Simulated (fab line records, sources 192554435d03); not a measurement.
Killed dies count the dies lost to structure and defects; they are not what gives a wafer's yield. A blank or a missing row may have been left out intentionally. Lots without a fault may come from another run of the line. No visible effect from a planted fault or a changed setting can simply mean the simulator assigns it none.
Chamber matching || flow n5Finfet || 4 sister chambers for N5_BEOL_M7_STRIP_36 on rieDiel-04
The step strips in N2/H2. 4 wafers are shown with their chamber, then 8 later ones without.

WAFERS PAIRED WITH THEIR CHAMBERS
{"wafer": "L089.3", "chamber": 0, "drypumpMotorCurrentA (A)": 5.6}
{"wafer": "L089.4", "chamber": 3, "drypumpMotorCurrentA (A)": 6.1}
{"wafer": "L089.6", "chamber": 2, "drypumpMotorCurrentA (A)": 6.0}
{"wafer": "L094.1", "chamber": 1, "drypumpMotorCurrentA (A)": 5.4}

WAFERS MISSING THEIR CHAMBER
{"wafer": "L094.4", "drypumpMotorCurrentA (A)": 6.0}
{"wafer": "L094.5", "drypumpMotorCurrentA (A)": 6.0}
{"wafer": "L091.3", "drypumpMotorCurrentA (A)": 5.4}
{"wafer": "L091.5", "drypumpMotorCurrentA (A)": 5.5}
{"wafer": "L091.6", "drypumpMotorCurrentA (A)": 6.1}
{"wafer": "L090.2", "drypumpMotorCurrentA (A)": 6.0}
{"wafer": "L090.4", "drypumpMotorCurrentA (A)": 5.5}
{"wafer": "L090.5", "drypumpMotorCurrentA (A)": 5.4}

WHICH CHAMBER EACH WENT THROUGH
{"wafer": "L094.4", "from the rows above": 2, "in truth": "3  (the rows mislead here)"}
{"wafer": "L094.5", "from the rows above": 2, "in truth": 2}
{"wafer": "L091.3", "from the rows above": 1, "in truth": 1}
{"wafer": "L091.5", "from the rows above": "can't be placed: 0 or 1", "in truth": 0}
{"wafer": "L091.6", "from the rows above": 3, "in truth": 3}
{"wafer": "L090.2", "from the rows above": 2, "in truth": 2}
{"wafer": "L090.4", "from the rows above": "can't be placed: 0 or 1", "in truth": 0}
{"wafer": "L090.5", "from the rows above": 1, "in truth": 1}
Correctly placed: 5 of 8. From these rows, 2 cannot be placed; in 2 the true chamber is one of the candidates. Number placed wrongly: 1.
How it was worked out, from the rows above alone: a wafer's distance from a chamber is the root of the sum, over the readings, of the square of ((its reading less the chamber's mean) divided by the reading's scatter). If the next closest chamber is less than 2 further off than the closest, the wafer can't be placed; otherwise it belongs to the closest. A chamber's mean is the mean of its shown wafers. The scatter: with one shown wafer a chamber, the root of the mean of the squares of how far each hidden wafer lies from its nearest shown one.
